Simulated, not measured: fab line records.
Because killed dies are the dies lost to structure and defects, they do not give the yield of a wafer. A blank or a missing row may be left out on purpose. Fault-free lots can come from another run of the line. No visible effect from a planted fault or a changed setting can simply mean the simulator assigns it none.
Split-lot experiment ; flow n5 finfet ; 7 lots, 21 wafers read, on a route of 1938 steps

SPLIT DETAILS
At N5_BEOL_M7_VIA_ETCH_34 (etches SiCOH lowk in C4F6/O2, target depth 125.5 nm, time 50.5 s), the setting source w was moved away from the recipe's 345 W on 6 of the 21 wafers read, by -14.2% to +17.0%. This setting was run at the recipe's value on the other wafers.

The split's own step is where the reading is taken.

THE READING
rf vpp V, in V, at N5_BEOL_M7_VIA_ETCH_34 (etches SiCOH lowk in C4F6/O2, target depth 125.5 nm, time 50.5 s). Fault-free wafers of this fab line usually give 662 V, standard deviation 4.3 V.

wafer;tool, chamber at the split;source w as run, W;against the recipe;rf vpp V, V;against lot-mates on the recipe
L078.3;rie diel-05, 3;345;recipe;665;-
L078.5;rie diel-05, 0;345;recipe;667;-
L078.6;rie diel-05, 3;345;recipe;667;-
L081.1;rie diel-06, 2;295.9;-14.2%;722;+60
L081.2;rie diel-06, 0;345;recipe;662;-
L081.4;rie diel-06, 3;295.9;-14.2%;710;+48
L083.2;rie diel-06, 1;345;recipe;664;-
L083.5;rie diel-06, 3;345;recipe;656;-
L083.6;rie diel-06, 2;345;recipe;666;-
L082.1;rie diel-02, 3;306.6;-11.1%;708;+50
L082.3;rie diel-02, 0;345;recipe;659;-
L082.6;rie diel-02, 0;345;recipe;658;-
L084.1;rie diel-05, 0;309.2;-10.4%;706;+48
L084.3;rie diel-05, 3;309.2;-10.4%;704;+46
L084.5;rie diel-05, 1;345;recipe;658;-
L096.2;rie diel-06, 1;403.8;+17.0%;609;-58
L096.3;rie diel-06, 2;345;recipe;668;-
L096.6;rie diel-06, 2;345;recipe;667;-
L097.2;rie diel-02, 1;345;recipe;658;-
L097.3;rie diel-02, 3;345;recipe;665;-
L097.4;rie diel-02, 3;345;recipe;668;-

FIT RESULTS
A straight line over all 21 wafers: rf vpp V changes by -3.62 V for each +1% of source w; r = -0.98; the points scatter about the line by 4.7 V.
The same after taking each lot's own level away (the mean of its wafers on the recipe; 21 wafers): -3.87 V for each +1%; r = -0.99; scatter 4.3 V.
The reading moves by 66 V for the largest change in source w, on that fit.
The lots' own levels span 658.0 to 667.5 V, that is 2.2 times the standard deviation above.
So the lot-to-lot level changes the slope little: the two slopes agree.
Check: for one of the wafers moved furthest among these (+17.0%), held out of the fit, the line's prediction against its lot-mates is -69.7 V. It came out at -58.5 V against them.
Tool readings at the split's step, against how far the setting was moved: rf vpp V r = -0.98.

THESE WAFERS: OTHER SPLITS
Other splits were also applied to these wafers ahead of the reading. Each is held against what the fit with the lots' levels taken away leaves over:
other split on the same wafers;wafers away from the commonest value;r with rf vpp V (lot level and that fit taken away)
N5_BEOL_M5_DESCUM_16 time s;7;-0.02
N5_BEOL_M5_TRENCH_ETCH_37 source w;7;-0.49
N5_BEOL_M5_ETCH_41 source w;7;-0.29
N5_BEOL_M7_PECVD_70 temp c;3;-0.12
N5_BEOL_M7_HM_DEP_02 target thk a;8;-0.43

THE WHOLE CHAIN: every reading that the file lists as answering this split, in the file's order
step;what it does;reading;change (the file's fit);r (the file's)
N5_BEOL_M7_VIA_ETCH_34;etches SiCOH lowk in C4F6/O2, target depth 125.5 nm, time 50.5 s;rf vpp V;-3.86 V for each +1% of the setting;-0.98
N5_BEOL_M7_VIA_ETCH_34;etches SiCOH lowk in C4F6/O2, target depth 125.5 nm, time 50.5 s;etch.depth nm (the simulator's own value, which no gauge read);+0.429 nm for each +1% of the setting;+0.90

FILE'S OWN FIT
rf vpp V changes by -3.86 V for each +1% of source w, r = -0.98.
